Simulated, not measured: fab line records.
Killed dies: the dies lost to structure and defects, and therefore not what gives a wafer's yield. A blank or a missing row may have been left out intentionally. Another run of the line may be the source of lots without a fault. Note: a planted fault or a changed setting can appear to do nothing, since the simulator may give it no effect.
Split-lot trial | flow n5 finfet | on a route of 1938 steps: 7 lots, 21 wafers read

== ABOUT THE SPLIT ==
At N5_BEOL_M7_VIA_ETCH_34 (etches SiCOH lowk in C4F6/O2, target depth 125.5 nm, time 50.5 s), the setting source w was moved away from the recipe's 345 W on 6 of the 21 wafers read, by -15.4% to +12.0%. All remaining wafers had this setting at the recipe value.

The reading is taken at the split's own step.

== THE READING ==
rf vpp V, in V, at N5_BEOL_M7_VIA_ETCH_34 (etches SiCOH lowk in C4F6/O2, target depth 125.5 nm, time 50.5 s). A value of 665 V with a standard deviation of 16 V is what fault-free wafers of this fab line usually give.

wafer  | tool, chamber at the split | source w as run, W | against the recipe | rf vpp V, V | against lot-mates on the recipe
L079.1 | rie diel-03, 0             | 345                | recipe             | 663         | -
L079.2 | rie diel-03, 1             | 291.9              | -15.4%             | 713         | +50
L079.5 | rie diel-03, 1             | 291.9              | -15.4%             | 714         | +51
L088.2 | rie diel-03, 0             | 317.8              | -7.9%              | 689         | +36
L088.4 | rie diel-03, 1             | 345                | recipe             | 653         | -
L088.6 | rie diel-03, 0             | 317.8              | -7.9%              | 690         | +37
L094.1 | rie diel-04, 1             | 345                | recipe             | 673         | -
L094.4 | rie diel-04, 3             | 345                | recipe             | 686         | -
L094.6 | rie diel-04, 1             | 345                | recipe             | 674         | -
L090.1 | rie diel-04, 1             | 345                | recipe             | 673         | -
L090.3 | rie diel-04, 2             | 345                | recipe             | 681         | -
L090.5 | rie diel-04, 0             | 345                | recipe             | 684         | -
L096.1 | rie diel-01, 3             | 345                | recipe             | 649         | -
L096.3 | rie diel-01, 0             | 345                | recipe             | 664         | -
L096.6 | rie diel-01, 3             | 345                | recipe             | 649         | -
L092.1 | rie diel-01, 2             | 345                | recipe             | 675         | -
L092.2 | rie diel-01, 1             | 386.4              | +12.0%             | 632         | -43
L092.3 | rie diel-01, 0             | 386.4              | +12.0%             | 627         | -48
L095.1 | rie diel-01, 2             | 345                | recipe             | 674         | -
L095.2 | rie diel-01, 3             | 345                | recipe             | 650         | -
L095.6 | rie diel-01, 0             | 345                | recipe             | 664         | -

FIT RESULTS
A straight line over all 21 wafers: rf vpp V changes by -3.03 V for each +1% of source w; r = -0.88; the points scatter about the line by 11 V.
The same after taking each lot's own level away (the mean of its wafers on the recipe; 21 wafers): -3.63 V for each +1%; r = -0.97; scatter 6.5 V.
On that fit, the largest move of source w shifts the reading by 56 V.
Across the lots, their own levels run from 653.0 to 679.3 V, a range of 1.6 times the standard deviation given above.
Hence the slope depends on the lot-to-lot level, as the two fits are not the same.
Check: with one of the wafers moved furthest among these (-15.4%) left out of the fit, the line predicts +58.4 V for it against its lot-mates. It came out at +50 V against them.
Tool readings at the split's step, against how far the setting was moved: rf vpp V r = -0.88.

== OTHER SPLITS ON THESE WAFERS ==
Before the reading, these wafers also passed through other splits. Each is held against what the fit with the lots' levels taken away leaves over:
other split on the same wafers     | wafers away from the commonest value | r with rf vpp V (lot level and that fit taken away)
N5_BEOL_M4_DESCUM_33 time s        | 6                                    | +0.35
N5_BEOL_M4_TRENCH_ETCH_37 source w | 7                                    | +0.18
N5_BEOL_M4_SPUTTER_79 time s       | 8                                    | -0.01
N5_BEOL_M7_DESCUM_33 time s        | 8                                    | +0.00

== THE FILE'S OWN FIT ==
rf vpp V changes by -3.62 V for each +1% of source w, r = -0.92.
